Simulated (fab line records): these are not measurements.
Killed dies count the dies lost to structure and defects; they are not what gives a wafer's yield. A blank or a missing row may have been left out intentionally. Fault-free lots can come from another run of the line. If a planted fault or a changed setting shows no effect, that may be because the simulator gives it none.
3 desks looking at one fault -- flow n5-finfet -- numbers are kept per desk, each desk with only its own; the story behind them comes last

TOOL OWNER'S DESK, rie-diel-03
The tool's own readings at N5_HKMG_FIN_ETCH_55 (etches SOC in N2/H2, target depth 240 nm, time 300 s): means of the sampled wafers that have a number, for each lot that ran on this tool. Any lot whose mean is over 4 standard deviations away from the usual mean is out of limits and marked OUT; that distance is given in the brackets.
Columns: A = drypump-motor-current-A at N5_HKMG_FIN_ETCH_55, usual 5.7 A; B = oes-product-au at N5_HKMG_FIN_ETCH_55, usual 0.82 a.u.; C = rf-vpp-V at N5_HKMG_FIN_ETCH_55, usual 522.3 V; D = run-length-s at N5_HKMG_FIN_ETCH_55, usual 323.2 s; E = showerhead-plenum-p-Torr at N5_HKMG_FIN_ETCH_55, usual 2.49 Torr; F = throttle-valve-pct at N5_HKMG_FIN_ETCH_55, usual 17.90 %
lot,first seen here,A,B,C,D,E,F
L936,day 4 16:18,6.0,0.79,522.3,323.3,2.47,17.99
L951,day 8 13:02,6.0,0.91,527.4,366.6 (+99 or more) OUT,2.66,17.59
This desk's verdict: out of limits on L951, starting with L951 at day 8 13:02 (run-length-s at N5_HKMG_FIN_ETCH_55). L936: within limits.

METROLOGY DESK
Means of the sampled wafers that have a number, per lot and without regard to the tool the lot ran on: this is what the gauges read. Any lot whose mean is over 4 standard deviations away from the usual mean is out of limits and marked OUT; that distance is given in the brackets. Shown here are 7 of its 12 readings, the ones lying furthest out on some lot.
Columns: A = NDIPOLE_OVL at N5_HKMG_FIN_OVL_MEAS_50, usual -0.4 nm; B = IOFF_N at N5_BEOL_M4_RC_MEAS_101, usual 0.160 nA/um; C = IOFF_P at N5_BEOL_M4_RC_MEAS_101, usual 0.21 nA/um; D = ION_N at N5_BEOL_M4_RC_MEAS_101, usual 675 uA/um; E = SS_P at N5_BEOL_M4_RC_MEAS_101, usual 73.3 mV/dec; F = VT_N at N5_BEOL_M4_RC_MEAS_101, usual 250 mV; G = VT_P at N5_BEOL_M4_RC_MEAS_101, usual -249 mV
lot,first seen here,A,B,C,D,E,F,G
L936,day 4 16:02,-2.0,0.127,0.16,666,72.7,254,-256
L945,day 7 02:31,0.1,0.162,0.20,681,73.1,249,-252
L951,day 8 12:51,0.5,0.168,0.24,685,73.2,247,-247
L955,day 9 13:18,-0.1,0.147,0.20,664,73.1,252,-250
L956,day 9 20:50,-0.9,0.171,0.24,670,73.3,248,-245
Result from this desk: across the 5 lots, nothing is out of limits.

THE DEFECT DESK
For each lot, the counts of the inspections along the route, averaged over the sampled wafers that have a number. Any lot whose mean is over 4 standard deviations away from the usual mean is out of limits and marked OUT; that distance is given in the brackets.
Columns: A = raw-defect-count at N5_HKMG_FIN_INSPECT_61, usual 1.8
lot,first seen here,A
L936,day 4 16:05,1.7
L945,day 7 02:35,3.3
L951,day 8 12:55,0.7
L955,day 9 13:21,0.7
L956,day 9 20:53,1.7
Result from this desk: across the 5 lots, nothing is out of limits.

PUT TOGETHER
An alarm could have come from the tool owner's desk at day 8 13:02, on L951.
At the metrology desk, nothing out of limits was observed.
Nothing out of limits was seen by the defect desk.
The metrology desk has L951 on record, within its limits.
The defect desk has L951 on record, within its limits.
The lots listed all ran N5_HKMG_FIN_ETCH_55 on rie-diel-03.

WHAT THE SIMULATOR HAD INSERTED
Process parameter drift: rie-diel-03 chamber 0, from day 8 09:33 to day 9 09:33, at N5_HKMG_FIN_ETCH_55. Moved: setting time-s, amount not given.
Lots struck among those shown: L951.
Delay in hours, fault start to first out-of-limits reading, by desk: the tool owner's desk at 3.
